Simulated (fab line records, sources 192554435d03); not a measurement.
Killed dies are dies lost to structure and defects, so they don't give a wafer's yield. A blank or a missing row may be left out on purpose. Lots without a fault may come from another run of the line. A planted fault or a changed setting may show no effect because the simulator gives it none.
A struck lot beside a sound one | flow n5_finfet | 16 steps out of a route of 1938
Sound: wafers L833.2, L833.3, L833.4. Struck: wafer L836.1. (L836.5 of the same lot was not struck and is left out.) The cause comes at the end.
At each step with rows: each side's tool, then ch and its chambers, then its first start. Under that, the readings that differ: sound wafers | struck wafers | difference of the means | sigmas: that difference in standard deviations of wafers without a fault.
alike: readings whose means differ by less than 2 such deviations, and words and numbers that are the same on both sides. not compared: withheld readings, readings that some wafer has no value for, bounds like >300 that may hide the same value, and numbers for which the record gives no deviation and whose values overlap.
The two part at a step that has a row with sigmas, a row that says differs or no value, or rows on one side only. Numbers that don't overlap but have no deviation are shown without sigmas and don't part them. A reading that every wafer of one side lacks parts them only if that side has two wafers or more.

N5_BEOL_M3_ETCH_41: etches SiCN in CH3F/O2, target depth 29.9 nm, time 52.5 s.
  sound on rie_diel-01 ch 0,2,3; struck on rie_diel-01 ch 0
  reading                | sound    | struck | difference | sigmas
  rf_hours_counter_h (h) | 2 37 238 | 244    | +152       |
  alike: drypump_motor_current_A, oes_product_au, rf_vpp_V, showerhead_plenum_p_Torr, throttle_valve_pct
then, 1 step without rows for these wafers: N5_BEOL_M3_STRIP_97 (strips in N2/H2, time 10 s).
N5_BEOL_M3_OCD_MEAS_38:
  sound on ocd-01, day 8 02:23; struck on ocd-02, day 9 01:04
  alike: trench_depth_nm
then, 4 steps without rows for these wafers: N5_BEOL_M3_HM_STRIP_39 (strips TiN in peroxide tin strip, target depth 25 nm, time 158 s); N5_BEOL_M3_SRD_40 (time 30 s); N5_BEOL_M3_PRECLEAN_42 (cleans in residue remover, time 60 s); N5_BEOL_M3_SRD_43 (time 30 s).
N5_BEOL_M3_CD_MEAS_35: target cd 18 nm, target cd y 21 nm.
  sound on cd_sem-02, day 8 02:33; struck on cd_sem-02, day 9 01:14
  alike: cd_nm
then, 1 step without rows for these wafers: N5_BEOL_M3_DEGAS_44 (time 60 s).
N5_BEOL_M3_PRE_CLEAN_45: time 30 s.
  sound on pvd_sputter-01, day 8 03:17; struck on pvd_sputter-03, day 9 01:55
  reading            | sound       | struck | difference | sigmas
  heater_power_w (W) | 328 324 318 | 371    | +48        | +3
N5_BEOL_M3_ALD_84: deposits TaN, pulse time 2 s, purge time 3 s, co reactant purge time 2 s.
  sound on ald_metal-01 ch 0,1,2, day 8 03:21; struck on ald_metal-04 ch 3, day 9 01:58
  alike: heater_power_w
N5_BEOL_M3_SURFACE_TREAT_85:
  sound on pvd_sputter-01, day 8 03:43; struck on pvd_sputter-02, day 9 02:25
  not compared: pressure_mtorr, throttle_valve_pct
N5_BEOL_M3_CVD_47: deposits Co from CCTBA/H2, target thk 3 nm, time 223.8 s.
  sound on cvd_co-01 ch 0,1,2, day 8 03:46; struck on cvd_co-01 ch 2, day 9 02:29
  reading          | sound             | struck | difference | sigmas
  run_length_s (s) | 247.8 246.5 247.2 | 131.8  | -115.4     | -99 or more
N5_BEOL_M3_SPUTTER_48: material Cu, target thk 4.5 nm, time 8.29 s.
  sound on pvd_sputter-02, day 8 03:56; struck on pvd_sputter-02, day 9 02:44
  alike: throttle_valve_pct
N5_BEOL_M4_RC_MEAS_101:
  sound on prober-02 ch 0, day 8 17:19; struck on prober-02 ch 0, day 9 14:49
  alike: DIBL_N, DIBL_P, IOFF_N, IOFF_P, ION_N, ION_P, SS_N, SS_P, VT_N, VT_P
-- the record jumps here: 4 days lie between the struck wafers' starts before and after (it left off in module BEOL_M4 and takes up again in module PASSIVATION, whose first step shown is number 1936 of the route) --
N5_PASSIVATION_PROBE_49:
  the record has rows for the struck wafers here (prober-01, day 13 17:48) and none for the sound ones

WHERE THEY PART
First at N5_BEOL_M3_PRE_CLEAN_45; last, within this record, at N5_PASSIVATION_PROBE_49.

WHY: what the simulator had put in
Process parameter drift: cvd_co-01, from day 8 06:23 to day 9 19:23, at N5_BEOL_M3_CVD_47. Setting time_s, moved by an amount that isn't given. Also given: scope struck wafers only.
